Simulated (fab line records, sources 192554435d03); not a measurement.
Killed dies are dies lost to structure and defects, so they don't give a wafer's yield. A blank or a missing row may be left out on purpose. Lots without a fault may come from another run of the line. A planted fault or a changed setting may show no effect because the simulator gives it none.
fab line records | flow n5_finfet
record lots=4 wafers=12 last_day=19
route steps=1938 shown BEOL_M0_SAQP@648 BEOL_M0_CUTY@710 BEOL_M4@1111 PASSIVATION@1936
lots that met no fault: from a run of the same line without faults
start_h: hours from the record's first day to the start of the lot's first wafer shown | wait_h: hours since the lot's step before | " the same as in the row above | L1.1+2: a row that stands for several wafers | - no value, or no start given | * or withheld: withheld | < > ~ a bound
route shown NAME@n: a module of which the file shows steps, and the number in the route of the first | usual: mean/standard deviation of fault-free wafers | same: alike in all rows | chamber/n: place in a boat | sites: the reading at each site | _std_site: their standard deviation | _edge_site: outer sites' mean less inner sites' | radius_mm: how far each site lies from the wafer's centre | mask NAME#n: copy n | behind: the tool/chamber that last shaped the wafer | hold: why the lot was held/for how many hours/how that ended | device: the transistor (n, p or np) that didn't switch | end of line: the same wafers' tests at the end of the route | a step without rows: its recipe alone | killed: dies lost to structure and defects at the first sort, not the wafer's yield | map: a wafer's dies, x killed, . not, _ none there
set.NAME: the setting as run; set.NAME@STEP: as run at that earlier step | model.NAME: the simulator's own value behind a step, which no gauge read
lots at some steps of the route; a table a step, a row a wafer
## steps
# step N5_BEOL_M0_SAQP_DEVELOP_13
# recipe develop_time_s=30 developer=TMAH resist=CAR-ArF dev_temp_c=23 rinse_liquid=diw dry=air_spin
# step N5_BEOL_M0_SAQP_DESCUM_19
# recipe chemistry=O2 time_s=7.9 source_power_w=50 bias_power_w=20 pressure_mtorr=20 rf_frequency_hz=2.712e+07 temp_c=40 resist=CAR-ArF o2_flow_sccm=225
# step N5_BEOL_M0_SAQP_ETCH_83
# recipe chemistry=CF4 target=SiARC target_depth_a=390 mask_material=CAR-ArF time_s=65 ion_energy_ev=80 pressure_mtorr=40 source_w=545 bias_w=36 Ar_flow_sccm=100 cf4_flow_sccm=100 ends=cleared
# step N5_BEOL_M0_SAQP_ETCH_84
# recipe chemistry=N2/H2 target=SOC target_depth_a=1000 overetch_a=200 mask_material=SiARC temp_c=40 time_s=150 ion_energy_ev=200 pressure_mtorr=30 source_w=840 bias_w=150 n2_flow_sccm=200 h2_flow_sccm=200
# step N5_BEOL_M0_SAQP_STRIP_80
# recipe chemistry=N2/H2 temp_c=40 n2_flow_sccm=200 h2_flow_sccm=200 rf_frequency_hz=6e+07
# step N5_BEOL_M0_SAQP_HM_OPEN_112
# recipe chemistry=CHF3/O2 target=SiO2 stop_on=a-Si target_depth_a=120 over_etch_frac=1.25 mask_material=SOC time_s=13.5 pressure_mtorr=30 source_w=650 bias_w=170 Ar_flow_sccm=200 CHF3_flow_sccm=50 O2_flow_sccm=5 ion_energy_ev=200 ends=end_point
# step N5_BEOL_M0_SAQP_STRIP_113
# recipe chemistry=CHF3/O2 resist=SiARC rf_frequency_hz=6e+07
# step N5_BEOL_M0_SAQP_MANDREL_ETCH_20
# recipe target_depth_a=600 chemistry=HBr/Cl2 target=a-Si stop_on=SiNx bt_time_s=10 mask_material=SOC over_etch_frac=0.5 time_s=30 pressure_mtorr=10 icp_w=800 bias_w=75 HBr_flow_sccm=150 Cl2_flow_sccm=80 ends=end_point
# step N5_BEOL_M0_SAQP_STRIP_86
# recipe chemistry=N2/H2 power_w=500 temp_c=40 pressure_mtorr=50 rf_frequency_hz=6e+07 overash_fraction=0.3 bias_power_w=28 h2_frac=0.5 n2_flow_sccm=300 h2_flow_sccm=300
# step N5_BEOL_M0_SAQP_STRIP_115
# recipe chemistry=post_etch_residue_remover time_s=60 temp_c=25 remover_ph=withheld remover_water_wt_pct=withheld remover_fluoride_wt_pct=withheld
# columns lot.wafer tool chamber start_h wait_h
L146.1+3+5 wet_bench-01 0,7,1 110.84 -
L165.3+4+5 wet_bench-01 4,7,0 224.41 -
L167.1+4+5 wet_bench-01 6,4,7 231.35 -
L168.3+5+6 wet_bench-04 6,4,7 237.98 -
# step N5_BEOL_M0_SAQP_SRD_93
# recipe dry=ipa_marangoni time_s=30 temp_c=23 rinse_liquid=diw
# step N5_BEOL_M0_SAQP_RECESS_114
# recipe chemistry=HF/NH3 target=SiO2 target_depth_a=144 afs_cycles=3 temp_c=30 sublimation_temp_c=180 sublimation_time_s=60
# step N5_BEOL_M0_SAQP_SPACER1_ALD_98
# recipe material=SiO2 target_thk_a=128 temp_c=300 ald_precursor_family=BDEAS ald_co_reactant=O2-plasma pulse_time_s=1 purge_time_s=2 co_reactant_purge_time_s=2 ald_cycles=138 pressure_torr=2
# step N5_BEOL_M0_SAQP_SPACER1_ETCHBACK_99
# recipe chemistry=CHF3/O2 mode=anisotropic_etchback target=SiO2 target_depth_a=154 time_s=7.7 pressure_mtorr=30 source_w=650 bias_w=170 Ar_flow_sccm=200 CHF3_flow_sccm=50 O2_flow_sccm=5 ion_energy_ev=200
# step N5_BEOL_M0_SAQP_MANDREL1_REMOVE_100
# recipe chemistry=HBr/Cl2/O2 bt_time_s=10 target=a-Si stop_on=SiNx endpoint=OES-SiCl over_etch_frac=0.85 icp_w=600 bias_w=30 HBr_flow_sccm=150 Cl2_flow_sccm=80 O2_flow_sccm=5 pressure_mtorr=10
# step N5_BEOL_M0_SAQP_ETCH_101
# recipe chemistry=CH3F/O2 target=SiNx mask_material=SiO2 target_depth_a=299 time_s=42.7 pressure_mtorr=30 source_w=395 bias_w=73 Ar_flow_sccm=150 CH3F_flow_sccm=30 O2_flow_sccm=20 ion_energy_ev=120
# step N5_BEOL_M0_SAQP_ETCH_102
# recipe chemistry=CF4 target=SiO2 target_depth_a=40 ion_energy_ev=350 time_s=4.4 pressure_mtorr=10 icp_w=800 bias_w=400 cf4_flow_sccm=80
# step N5_BEOL_M0_SAQP_MANDREL_ETCH_103
# recipe chemistry=HBr/Cl2 target=a-Si target_depth_a=450 bt_time_s=10 stop_on=SiCN mask_material=SiO2 over_etch_frac=0.8 time_s=27 pressure_mtorr=10 icp_w=800 bias_w=75 HBr_flow_sccm=150 Cl2_flow_sccm=80 ends=end_point
# step N5_BEOL_M0_SAQP_RECESS_104
# recipe chemistry=HF/NH3 target=SiO2 target_depth_a=180 afs_cycles=3 temp_c=30 sublimation_temp_c=180 sublimation_time_s=60
# step N5_BEOL_M0_SAQP_COAT_105
# recipe resist=SOC temp_c=250 time_s=60 spin_rpm=1500 resist_thk_nm=100
# step N5_BEOL_M0_SAQP_ETCH_106
# recipe chemistry=N2/H2 target=SOC target_depth_a=1500 stop_on=SiNx ion_energy_ev=100 bias_w=61 pressure_mtorr=30 source_w=850 n2_flow_sccm=200 h2_flow_sccm=200
# step N5_BEOL_M0_SAQP_ETCH_107
# recipe chemistry=CH3F/O2 target=SiNx target_depth_a=300 mask_material=SOC pressure_mtorr=30 source_w=395 bias_w=73 Ar_flow_sccm=150 CH3F_flow_sccm=30 O2_flow_sccm=20 ion_energy_ev=120
# step N5_BEOL_M0_SAQP_STRIP_108
# recipe chemistry=N2/H2 power_w=500 temp_c=40 pressure_mtorr=50 rf_frequency_hz=6e+07 overash_fraction=0.3 bias_power_w=28 h2_frac=0.5 n2_flow_sccm=300 h2_flow_sccm=300
# step N5_BEOL_M0_SAQP_RECESS_109
# recipe chemistry=HF/NH3 target=SiO2 target_depth_a=30 afs_cycles=1 temp_c=30 sublimation_temp_c=180 sublimation_time_s=60
# step N5_BEOL_M0_SAQP_SPACER2_ALD_26
# recipe material=SiO2 target_thk_a=150 temp_c=300 ald_precursor_family=BDEAS ald_co_reactant=O2-plasma pulse_time_s=1 purge_time_s=2 co_reactant_purge_time_s=2 pressure_torr=2
# step N5_BEOL_M0_SAQP_SPACER2_ETCHBACK_27
# recipe chemistry=CHF3/O2 mode=anisotropic_etchback target=SiO2 target_depth_a=225 time_s=11.25 pressure_mtorr=30 source_w=650 bias_w=170 Ar_flow_sccm=200 CHF3_flow_sccm=50 O2_flow_sccm=5 ion_energy_ev=200
# step N5_BEOL_M0_SAQP_MANDREL2_REMOVE_110
# recipe chemistry=HBr/Cl2/O2 bt_time_s=10 target=a-Si stop_on=SiCN endpoint=OES-SiCl over_etch_frac=1 icp_w=600 bias_w=30 HBr_flow_sccm=150 Cl2_flow_sccm=80 O2_flow_sccm=5 pressure_mtorr=10
# step N5_BEOL_M0_SAQP_COAT_69
# recipe resist=SOC temp_c=250 time_s=60 spin_rpm=1500 resist_thk_nm=90
# step N5_BEOL_M0_SAQP_COAT_72
# recipe resist=SiARC temp_c=220 time_s=60 spin_rpm=1500 resist_thk_nm=15
# step N5_BEOL_M0_SAQP_COAT_87
# recipe resist=underlayer temp_c=205 time_s=60 spin_rpm=1500 resist_thk_nm=5
# step N5_BEOL_M0_SAQP_COAT_34
# recipe resist=CAR-EUV spin_rpm=1500 resist_thk_nm=30
# step N5_BEOL_M0_SAQP_EBR_36
# recipe solvent=PGMEA ebr_width_mm=1.5
# step N5_BEOL_M0_SAQP_SOFTBAKE_35
# recipe temp_c=110 time_s=60 resist=CAR-EUV
# step N5_BEOL_M0_SAQP_EXPOSE_37
# recipe mask_id=M0_CUT1 na=0.33 source_shape=annular sigma_inner=0.35 sigma_outer=0.8 polarization=unpolarized target_cd_nm=30 dose_mj=44.75
# step N5_BEOL_M0_SAQP_PEB_38
# recipe peb_temp_c=100 peb_time_s=60 resist=CAR-EUV
# step N5_BEOL_M0_SAQP_DEVELOP_39
# recipe develop_time_s=30 developer=TMAH resist=CAR-EUV rinse_liquid=surfactant_rinse dry=air_spin dev_temp_c=23
# step N5_BEOL_M0_SAQP_INSPECT_42
# recipe mode=adi inspect_instrument=brightfield
# usual raw_defect_count=289/79
# columns lot.wafer tool chamber start_h wait_h raw_defect_count
L146.1 defect_inspect-01 - 115.03 0.1 443
L146.3 " - " " 432
L146.5 " - " " 463
L165.3 defect_inspect-01 - 227.85 0.0 788
L165.4 " - " " 766
L165.5 " - " " 753
L167.1 defect_inspect-01 - 235.77 0.1 636
L167.4 " - " " 554
L167.5 " - " " 654
L168.3 defect_inspect-01 - 241.44 0.0 224
L168.5 " - " " 229
L168.6 " - " " 379
# step N5_BEOL_M0_CUTY_INSPECT_59
# recipe mode=adi inspect_instrument=macro
# usual raw_defect_count=2.0/1.3
# columns lot.wafer tool chamber start_h wait_h raw_defect_count
L146.1 defect_inspect-01 - 116.30 0.0 3
L146.3 " - " " 1
L146.5 " - " " 1
L165.3 defect_inspect-01 - 229.49 0.0 >300
L165.4 " - " " >300
L165.5 " - " " >300
L167.1 defect_inspect-01 - 237.24 0.0 >300
L167.4 " - " " >300
L167.5 " - " " >300
L168.3 defect_inspect-02 - 242.99 0.0 2
L168.5 " - " " 0
L168.6 " - " " 3
# step N5_BEOL_M4_RC_MEAS_101
# usual DIBL_N=36.0/1.9 DIBL_P=35.6/2.2 IOFF_N=0.15/0.031 IOFF_P=0.19/0.032 ION_N=668/11 ION_P=455/7.2 SS_N=71.5/0.65 SS_P=73.4/0.64 VT_N=251/3.6 VT_P=-253/3.3
# columns lot.wafer tool chamber start_h wait_h DIBL_N[mV/V] DIBL_P[mV/V] IOFF_N[nA/um] IOFF_P[nA/um] ION_N[uA/um] ION_P[uA/um] SS_N[mV/dec] SS_P[mV/dec] VT_N[mV] VT_P[mV]
L146.1 prober-01 0 190.02 0.0 37.8 36.5 0.18 0.22 673 455 70.8 72.9 247 -249
L146.3 " 0 " " 34.8 32.4 0.13 0.16 662 458 70.9 72.3 254 -255
L146.5 " 0 " " 34.9 32.4 0.13 0.16 660 450 70.6 72.4 253 -253
L167.1 prober-02 0 325.81 0.0 39.4 40.4 0.24 0.31 692 473 73.1 74.7 244 -243
L167.4 " 0 " " 37.2 36.9 0.18 0.23 681 465 72.0 73.5 248 -248
L167.5 " 0 " " 36.8 36.4 0.17 0.22 673 456 72.0 73.3 248 -249
L165.3 prober-01 0 332.21 0.3 39.9 40.0 0.25 0.25 690 463 72.6 74.3 243 -250
L165.4 " 0 " " 36.7 36.0 0.16 0.19 667 454 71.5 73.2 245 -256
L165.5 " 0 " " 39.0 38.2 0.20 0.22 683 455 71.3 74.4 248 -249
L168.3 prober-02 0 334.02 0.3 31.3 31.4 0.09 0.12 643 437 70.9 73.3 258 -261
L168.5 " 0 " " 30.9 31.4 0.09 0.12 644 437 71.8 72.3 260 -263
L168.6 " 0 " " 33.4 34.2 0.12 0.14 659 441 71.5 73.0 257 -262
# step N5_PASSIVATION_PROBE_49
# usual defect_limited_yield=91.3/1.4 killed_at_M0_to_M3=34/10 killed_at_M4_up=14/5.5 killed_at_contacts=12/6 killed_at_front_end=40/10 killed_at_other=3.0/2.4 killed_dies=103/17 killed_on_rim=13/4.3 killed_open=68/13 killed_short=34/7.8 sort_bin_4_leakage=0.00/0.014 sort_bin_5_function=5.1/0.97 sort_bin_6_memory=3.3/0.66 sort_bin_8_speed=0.02/0.12 sort_n_pass=1077/17 sort_yield_pct=91.2/1.4
# same gross_dies=1180 killed_at_back_side=0
# columns lot.wafer tool chamber start_h wait_h defect_limited_yield[%] killed_at_M0_to_M3 killed_at_M4_up killed_at_contacts killed_at_front_end killed_at_other killed_dies killed_on_rim killed_open killed_short sort_bin_4_leakage[%] sort_bin_5_function[%] sort_bin_6_memory[%] sort_bin_8_speed[%] sort_n_pass sort_yield_pct[%]
L146.1 prober-01 - 294.12 0.0 92.5 26 8 24 25 5 88 10 58 30 0 4.2 2.9 0 1092 92.5
L146.3 prober-01 - 294.22 0.1 92.5 24 14 21 24 5 88 9 66 22 0 4.8 2.5 0 1092 92.5
L146.5 prober-01 - 294.32 0.2 89.8 36 14 26 42 2 120 16 75 45 0 6.1 3.6 0 1060 89.8
L165.3 prober-01 - 428.16 0.1 83.2 115 19 21 41 2 198 28 64 40 0.17 10.8 3.7 0 980 83.1
L165.4 prober-01 - 428.21 0.2 85.2 118 13 9 27 8 175 25 60 32 0 9.6 3.6 0 1005 85.2
L165.5 prober-01 - 428.26 0.2 85.7 102 12 10 44 1 169 28 64 28 0 7.7 4.3 0 1011 85.7
L167.1 prober-01 - 450.28 0.0 82.7 141 12 9 36 6 204 11 58 28 0 10.4 4.9 0 976 82.7
L167.4 prober-01 - 450.43 0.2 85.8 110 15 5 29 9 168 25 51 26 0 8.9 4.0 0 1012 85.8
L167.5 prober-01 - 450.48 0.2 85.5 111 10 19 26 5 171 30 67 24 0 9.4 3.1 0 1009 85.5
L168.3 prober-01 - 454.39 0.1 92.5 29 20 9 29 2 89 9 52 36 0 4.7 2.8 0.51 1085 91.9
L168.5 prober-01 - 454.49 0.2 92.9 32 13 4 34 1 84 7 44 40 0 4.3 2.5 1.36 1080 91.5
L168.6 prober-01 - 454.54 0.3 91.2 24 28 6 40 6 104 14 71 32 0 5.2 3.5 0.17 1074 91.0
# killed by level:class
L146.1 MOL_CONTACT_COAG:geometric_particle:open=21 BEOL_M2:geometric_particle:open=11 FIN_SAQP:geometric_particle:open=6 STI_FIN_REVEAL:geometric_particle:open=6 BEOL_M3:geometric_particle:short=4 FIN_SAQP:geometric_particle:short=3 MOL_CONTACT_COAG:geometric_particle:short=3 BEOL_M0_SAQP:geometric_particle:short=3
L146.3 MOL_CONTACT_COAG:geometric_particle:open=15 BEOL_M0_SAQP:geometric_particle:open=8 DUMMY_GATE:geometric_particle:open=6 MOL_CONTACT_COAG:geometric_particle:short=6 BEOL_M2:geometric_particle:open=4 BEOL_M4:geometric_particle:open=4 BEOL_M8:geometric_particle:open=4 FIN_SAQP:geometric_particle:open=3
L146.5 MOL_CONTACT_COAG:geometric_particle:open=20 FIN_SAQP:geometric_particle:short=13 FIN_SAQP:geometric_particle:open=10 BEOL_M0_SAQP:geometric_particle:open=8 BEOL_M0_SAQP:geometric_particle:short=7 MOL_CONTACT_COAG:geometric_particle:short=6 BEOL_M0:geometric_particle:open=6 BEOL_M4:geometric_particle:open=5
L165.3 BEOL_M0_SAQP:unspecified=86 GATE_CUT:geometric_particle:short=12 MOL_CONTACT_COAG:geometric_particle:open=12 MOL_CONTACT_COAG:geometric_particle:short=9 BEOL_M4:geometric_particle:open=8 BEOL_M3:geometric_particle:open=8 BEOL_M2:geometric_particle:open=7 FIN_SAQP:geometric_particle:open=5
L165.4 BEOL_M0_SAQP:unspecified=79 BEOL_M0_SAQP:geometric_particle:open=11 FIN_SAQP:geometric_particle:open=9 BEOL_M0_SAQP:geometric_particle:short=9 MOL_CONTACT_COAG:geometric_particle:open=5 BEOL_M2:geometric_particle:open=5 BEOL_M3:geometric_particle:open=5 FIN_SAQP:geometric_particle:short=4
L165.5 BEOL_M0_SAQP:unspecified=69 BEOL_M1:geometric_particle:open=13 STI_FIN_REVEAL:geometric_particle:open=12 MOL_CONTACT_COAG:geometric_particle:open=7 FIN_SAQP:geometric_particle:open=6 BEOL_M4:geometric_particle:open=6 FIN_SAQP:geometric_particle:short=4 DUMMY_GATE:geometric_particle:open=4
L167.1 BEOL_M0_SAQP:unspecified=113 MOL_CONTACT_COAG:geometric_particle:open=9 BEOL_M0_SAQP:geometric_particle:open=8 FIN_SAQP:geometric_particle:short=7 STI_FIN_REVEAL:geometric_particle:open=6 DUMMY_GATE:geometric_particle:open=5 FIN_SAQP:geometric_particle:open=4 BEOL_M0_SAQP:geometric_particle:short=4
L167.4 BEOL_M0_SAQP:unspecified=90 FIN_SAQP:geometric_particle:short=7 FIN_SAQP:geometric_particle:open=6 BEOL_M2:geometric_particle:open=5 BEOL_M4:geometric_particle:open=5 BEOL_M5:geometric_particle:open=5 MOL_CONTACT_COAG:geometric_particle:open=4 BEOL_M0_SAQP:geometric_particle:open=4
L167.5 BEOL_M0_SAQP:unspecified=80 MOL_CONTACT_COAG:geometric_particle:open=14 BEOL_M3:geometric_particle:open=10 BEOL_M0_SAQP:geometric_particle:open=7 FIN_SAQP:geometric_particle:short=5 FIN_SAQP:geometric_particle:open=5 ILD0:geometric_particle:open=5 MOL_CONTACT_COAG:geometric_particle:short=5
L168.3 BEOL_M0_SAQP:geometric_particle:short=9 MOL_CONTACT_COAG:geometric_particle:open=8 BEOL_M4:geometric_particle:open=8 FIN_SAQP:geometric_particle:short=7 BEOL_M2:geometric_particle:open=7 BEOL_M0_SAQP:geometric_particle:open=6 BEOL_M3:geometric_particle:open=4 BEOL_M4:geometric_particle:short=4
L168.5 BEOL_M0_SAQP:geometric_particle:open=7 BEOL_M0_SAQP:geometric_particle:short=7 FIN_SAQP:geometric_particle:open=5 STARTING-WAFER:geometric_particle:short=5 FIN_SAQP:geometric_particle:short=4 BEOL_M1:geometric_particle:open=4 DUMMY_GATE:geometric_particle:open=4 GATE_CUT:geometric_particle:short=4
L168.6 FIN_SAQP:geometric_particle:short=9 BEOL_M4:geometric_particle:open=9 ILD0:geometric_particle:open=7 STI_FIN_REVEAL:geometric_particle:open=6 BEOL_M0_SAQP:geometric_particle:open=6 BEOL_M2:geometric_particle:open=6 DUMMY_GATE:geometric_particle:open=5 MOL_CONTACT_COAG:geometric_particle:open=5
# map L165.3 (x killed, . not)
_________________....x.......________________
______________.....x...x........_____________
___________......x..x......x...x...__________
__________.x................x......._________
________........xxx..................._______
_______..........x.xx..x..xx........x..______
______...........x......................_____
_____......x..x..x..x........x...........____
____......x.............x.......x......x..___
___x........xx......x......................__
___.x...x..................................__
__.....x...............................xx..._
__....x....x.............x.........x...x...._
_.x.....x..x.........x..........x...xx..xxxx.
_.x........x............xx........x.xxxxxxx.x
_......x.xx.........................xxxxxxxxx
_.....x..........................x.x.xxxxxxxx
_...........x...........x.x......x..xxxxxxxxx
_.............x.................xx.xxxxxxxxxx
_.xx....xx...x.................x.x.xxxxxxxxxx
_.....................x.......x....xxxxxxxxxx
__x.........x.................x...x.xxxxxxxx_
__......x.......x...x......x.........x..xx.x_
___.x.......x..........x..x...x.....x....xx__
___......x....x..........................xx__
____...........................x..........___
_____..x.................................____
______.x..............x....x............_____
_______.x...................x.x........______
________.x........x.................xx_______
__________................xxx....x.._________
___________.....x.............x.x..__________
______________x................._____________
_________________...........x________________
# map L167.1 (x killed, . not)
_________________............________________
______________.................._____________
___________..........x.............__________
__________........................x._________
________....x....x.x.........x.x......_______
_______....x...........................______
______................x.............xx.._____
_____.......x.....x......x..............x____
____x.........x.......x....xx..x..........___
___.....x.xx...............x....x..x...x...__
___x......x................................__
__....x.........xxx..x........x......x......_
__...............xx.................x......._
_..x......x....x....x.x......................
_............................x........x..x...
_x........x.....................x.........x..
_..x.x.........................x.x.......x...
_....x...................x..xxx.x.xxxx.xx....
_......................x....x..xxxxxxxxxx....
_........x..................xxxxxxxxx.xx.xx..
_.....x...............x.......xxxxxxxxxxxx...
__.....................x....xxxxxxxxxxxxx..._
__..................x......xxxxxxxxxxxx..x.._
___...............x.........xxxxxxxxxxxxx..__
___.x............x.....x.....xxxxxxxxx..x..__
____......................x..xxxxxxxxxxxx.___
_____..x......................x..xx.xxxx.____
______x....x................x..xxx....x._____
_______....................x....x...x..______
________...xxx.x......................_______
__________....x.............x......._________
___________...x..............x.....__________
______________.......x.........._____________
_________________............________________
## key
first_sign step=N5_BEOL_M0_SAQP_INSPECT_42 reading=raw_defect_count direction=up sigmas=5.1 usual=289 struck=692
effect step=N5_BEOL_M0_CUTY_INSPECT_59 reading=raw_defect_count direction=up sigmas=99+ usual=2.0 struck=>300
effect step=N5_PASSIVATION_PROBE_49 reading=killed_at_M0_to_M3 direction=up sigmas=8.2 usual=34 struck=116
more_kills_born_at N5_BEOL_M0_SAQP_STRIP_115@wet_bench-01=517
met_at N5_BEOL_M0_SAQP_STRIP_115
struck_wafers L165.3,L165.4,L165.5,L167.1,L167.4,L167.5
onset_between 110.84 224.41
fault kind=chamber_particle_source tool=wet_bench-01 chamber=- onset_h=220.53 steps=N5_BEOL_M0_SAQP_STRIP_115 rate_per_visit_cm2=0.67246 end_h=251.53
